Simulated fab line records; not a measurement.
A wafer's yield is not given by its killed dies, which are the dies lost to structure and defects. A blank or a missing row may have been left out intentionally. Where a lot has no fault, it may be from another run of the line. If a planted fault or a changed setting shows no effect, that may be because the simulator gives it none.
A struck lot beside a sound one    flow n5Finfet    37 out of 1938 route steps
Sound: these wafers, L480.2, L480.4, L480.6. Wafers L471.1, L471.4, L471.6 were the ones struck. The cause comes at the end.
For every step that has rows: the tool of each side, followed by ch and its chambers, followed by its first start. Under that, the readings that differ: sound wafers    struck wafers    difference of the means    sigmas: that difference in standard deviations of wafers without a fault.
alike: readings with means less than 2 such deviations apart, plus words and numbers identical on both sides. not compared: withheld readings, readings lacking a value on some wafer, bounds such as >300 that could conceal the same value, and numbers that have no deviation in the record and whose values overlap.
Wherever a step has rows on one side only, a row that says differs or no value, or a row with sigmas, the two part there. When numbers do not overlap yet have no deviation, they are printed without sigmas and do not part them. A reading missing from all wafers of one side parts the sides only when that side holds two or more wafers.

first, 9 steps without rows for these wafers: N5_WELL_APT_SOFTBAKE_20 (time 60 s); N5_WELL_APT_EXPOSE_22 (exposes mask PWELL, defocus 0 nm, target cd 200 nm); N5_WELL_APT_PEB_23 (peb time 90 s); N5_WELL_APT_DEVELOP_24 (develop time 45 s); N5_WELL_APT_HARDBAKE_29 (time 120 s); N5_WELL_APT_DESCUM_30 (chemistry O2, time 7.9 s); N5_WELL_APT_IMPLANT_31; N5_WELL_APT_IMPLANT_32; N5_WELL_APT_STRIP_33 (strips in SPM, time 900 s).
N5_WELL_APT_RTA_34: time 10 s.
  sound on rtpAnneal-01 ch 0, day 5 21:50; struck on rtpAnneal-01, day 3 15:40
  no value came back on the struck wafers for annealTempCMax, lampPowerPct (%), lamp_zone_1_pct (%), wafer_temp_C_max; on the sound wafers annealTempCMax reads 1005.1 1004.6 1005.4
then, 25 steps without rows for these wafers: N5_WELL_APT_OXIDE_STRIP_42 (strips SiO2 in dHF, time 45 s, target depth 12 nm); N5_WELL_APT_PRECLEAN_36 (cleans in O3/DIW, time 45 s); N5_WELL_APT_PRECLEAN_39 (cleans in dHF, time 60 s); N5_WELL_APT_SRD_37 (time 30 s); N5_WELL_APT_EPI_41 (deposits Si from SiH4/H2, target thk 50 nm, time 297.7 s); N5_PMOS_HMC_CHANNEL_EPI_HM_DEP_34 (deposits SiO2 from TEOS/O2, target thk 36 nm, time 6.9 s); N5_PMOS_HMC_CHANNEL_EPI_COAT_31 (time 60 s, resist thk 66 nm); N5_PMOS_HMC_CHANNEL_EPI_COAT_03 (resist thk 205 nm); N5_PMOS_HMC_CHANNEL_EPI_EBR_05; N5_PMOS_HMC_CHANNEL_EPI_SOFTBAKE_04 (time 60 s); N5_PMOS_HMC_CHANNEL_EPI_EXPOSE_06 (exposes mask PMOS HMC BLK, target cd 240 nm); N5_PMOS_HMC_CHANNEL_EPI_PEB_07 (peb time 60 s); N5_PMOS_HMC_CHANNEL_EPI_DEVELOP_08 (develop time 30 s); N5_PMOS_HMC_CHANNEL_EPI_DESCUM_14 (chemistry O2, time 7.9 s); N5_PMOS_HMC_CHANNEL_EPI_ETCH_32 (etches BARC in N2/H2, stops on SiO2, target depth 85.8 nm, time 50.3 s); N5_PMOS_HMC_CHANNEL_EPI_HM_OPEN_15 (chemistry CHF3/O2, target SiO2, target depth 40.6 nm, time 20.3 s); N5_PMOS_HMC_CHANNEL_EPI_STRIP_33 (strips in N2/H2); N5_PMOS_HMC_CHANNEL_EPI_STRIP_17 (strips in SPM, time 750 s); N5_PMOS_HMC_CHANNEL_EPI_ETCH_38 (etches SiO2 in CF4, target depth 1.5 nm); N5_PMOS_HMC_CHANNEL_EPI_FIN_RECESS_16 (chemistry HBr/Cl2, target Si, target depth 54 nm, time 18 s); N5_PMOS_HMC_CHANNEL_EPI_PRECLEAN_36 (cleans in O3/DIW, time 45 s); N5_PMOS_HMC_CHANNEL_EPI_PRECLEAN_18 (cleans in DHF, time 30 s); N5_PMOS_HMC_CHANNEL_EPI_SRD_19 (time 30 s); N5_PMOS_HMC_CHANNEL_EPI_EPI_20 (deposits SiGe30, target thk 59 nm); N5_PMOS_HMC_CHANNEL_EPI_HM_STRIP_35 (strips SiO2 in dHF, material SiO2, target depth 39.6 nm, time 216 s).
-- a jump in the record: the struck wafers' starts before and after are 7 days apart (it breaks off in module PMOS_HMC_CHANNEL_EPI and resumes in module BEOL_M4, where the first step shown is number 1111 of the route) --
N5_BEOL_M4_RC_MEAS_101:
  sound on prober-01 ch 0, day 12 06:01; struck on prober-01 ch 0, day 10 15:28
reading              sound                       struck                      difference  sigmas
CJ_N                 4.39 4.38 4.36              3.23 3.24 3.23              -1.14       -14
CJ_P                 5.65 5.74 5.59              4.86 4.68 4.89              -0.85       -4
IOFF_N (nA/um)       0.18 0.24 0.16              0.13 0.10 0.09              -0.09       -3
IOFF_N_LONG (nA/um)  5.91e-05 5.84e-05 5.96e-05  7.37e-05 7.33e-05 7.38e-05  +1.46e-05   +6
IOFF_P_LONG (nA/um)  9.7e-05 9.9e-05 9.6e-05     0.000144 0.000137 0.00014   +0.000043   +4
ION_N (uA/um)        678 682 674                 613 604 604                 -71         -6
RS_NWELL (ohm/sq)    1024 1028 1037              1000 991 1000               -33         -5
RS_PWELL (ohm/sq)    3032 3006 3028              2541 2517 2547              -487        -22
VT_N (mV)            245 242 247                 259 262 267                 +18         +5
VT_N_LONG (mV)       271.1 271.9 274.9           295.7 296.5 295.6           +23.3       +15
VT_N_LVT (mV)        94 90 96                    109 113 114                 +19         +5
  alike: DIBL_N, DIBL_P, IOFF_P, ION_P, SS_N, SS_P, VT_P
-- a jump in the record: the struck wafers' starts before and after are 5 days apart (it breaks off in module BEOL_M4 and resumes in module PASSIVATION, where the first step shown is number 1936 of the route) --
N5_PASSIVATION_PROBE_49:
  the record has rows for the struck wafers here (prober-02, day 15 05:55) and none for the sound ones

## WHERE THEY PART
Last at N5_PASSIVATION_PROBE_49 as far as this record goes, first at N5_WELL_APT_RTA_34.

WHY: the cause the simulator had injected
Entire step skipped (rtpAnneal-01, N5_WELL_APT_RTA_34), from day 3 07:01 onward. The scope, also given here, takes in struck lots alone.
